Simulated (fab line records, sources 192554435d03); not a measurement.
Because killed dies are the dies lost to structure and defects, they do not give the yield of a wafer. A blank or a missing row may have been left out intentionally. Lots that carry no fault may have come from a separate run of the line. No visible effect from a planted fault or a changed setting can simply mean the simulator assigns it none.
A lot that was struck, set against a sound lot / flow n5_finfet / 15 out of 1938 route steps
Sound: the wafers L455.2, L455.3, L455.5. Wafers L450.4, L450.5, L450.6 were the ones struck. The cause comes at the end.
Order at every step that has rows: each side's tool, ch and its chambers, its first start. Under that, the readings that differ: sound wafers / struck wafers / difference of the means / sigmas: that difference in standard deviations of wafers without a fault.
alike: words and numbers the same on both sides, and readings whose means are apart by under 2 such deviations; not compared: readings that were withheld, readings missing a value for some wafer, numbers with overlapping values and no deviation given by the record, and bounds like >300 which may hide the same value.
A row with sigmas, a row that says differs or no value, or rows on one side alone: a step with any of these is where the two part. Numbers that don't overlap but have no deviation are shown without sigmas and don't part them. A reading missing from all wafers of one side parts the sides only when that side holds two or more wafers.

first, 11 steps without rows for these wafers: N5_FIN_SAQP_STRIP_23 (strips in SPM, time 750 s); N5_FIN_SAQP_SRD_66 (time 30 s); N5_FIN_SAQP_RECESS_75 (chemistry HF/NH3, target SiO2, target depth 14.4 nm, afs cycles 3, sublimation time 60 s); N5_FIN_SAQP_SPACER1_ALD_24 (deposits SiO2, target thk 20.3 nm, pulse time 1 s, purge time 2 s); N5_FIN_SAQP_SPACER1_ETCHBACK_25 (etches SiO2 in CHF3/O2, target depth 24.4 nm, time 12.2 s); N5_FIN_SAQP_MANDREL1_REMOVE_56 (chemistry HBr/Cl2/O2, target a-Si, stops on SiNx, bt time 10 s); N5_FIN_SAQP_ETCH_57 (etches SiNx in CH3F/O2, target depth 32.5 nm, time 46.4 s); N5_FIN_SAQP_ETCH_65 (etches SiO2 in CF4, target depth 4 nm, time 4.4 s); N5_FIN_SAQP_MANDREL_ETCH_58 (etches a-Si in HBr/Cl2, stops on SiNx, target depth 45 nm, bt time 10 s, time 27 s); N5_FIN_SAQP_RECESS_63 (chemistry HF/NH3, target SiO2, target depth 18 nm, afs cycles 3, sublimation time 60 s); N5_FIN_SAQP_COAT_68 (time 60 s, resist thk 100 nm).
N5_FIN_SAQP_ETCH_69: etches SOC in N2/H2, stops on SiNx, target depth 150 nm.
  sound on rie_diel-04 ch 1,2, day 6 19:19; struck on rie_diel-01 ch 0,1,3, day 5 13:24
  no value came back on the struck wafers for any of 7 readings (bias_w (W), chamber_pressure_mTorr (mTorr) and others); on the sound wafers bias_w (W) reads 60.93 61.22 61.11
reading=model.SOC_of_FIN_SAQP_COAT_68.thk_nm (nm); sound=6 4.8 4.2; struck=100.4 100.4 100.4; difference=+95.4; sigmas=
  not compared: rf_hours_counter_h
then, 1 step without rows for these wafers: N5_FIN_SAQP_ETCH_67 (etches SiNx in CH3F/O2, target depth 30 nm).
N5_BEOL_M4_RC_MEAS_101:
  the record has rows for the sound wafers here (prober-02 ch 0, day 12 10:14) and none for the struck ones
-- here the record skips 10 days between the struck wafers' starts before and after, leaving off in module BEOL_M4 and picking up in module PASSIVATION (first step shown: number 1936 of the route) --
N5_PASSIVATION_PROBE_49:
  sound on prober-02 at day 17 02:08; struck on prober-02 at day 15 10:41
reading=defect_limited_yield (%); sound=92.0 92.8 94.3; struck=0 0 0; difference=-93; sigmas=-66
reading=killed_at_front_end; sound=41 38 36; struck=1130 1107 1128; difference=+1083; sigmas=+90
reading=killed_dies; sound=94 85 67; struck=1180 1180 1180; difference=+1098; sigmas=+69
reading=killed_on_rim; sound=14 12 10; struck=152 152 152; difference=+140; sigmas=+37
reading=sort_bin_5_function (%); sound=4.9 4.2 2.9; struck=96.8 96.1 96.8; difference=+92.6; sigmas=+96
reading=sort_n_pass; sound=1086 1095 1113; struck=0 0 0; difference=-1098; sigmas=-69
reading=sort_yield_pct (%); sound=92.0 92.8 94.3; struck=0 0 0; difference=-93; sigmas=-66
  alike: killed_at_M0_to_M3, killed_at_M4_up, killed_at_contacts, killed_at_other, killed_open, killed_short, sort_bin_6_memory

== WHERE THEY PART ==
First at N5_FIN_SAQP_ETCH_69; last, within this record, at N5_PASSIVATION_PROBE_49.

WHY: the cause the simulator had injected
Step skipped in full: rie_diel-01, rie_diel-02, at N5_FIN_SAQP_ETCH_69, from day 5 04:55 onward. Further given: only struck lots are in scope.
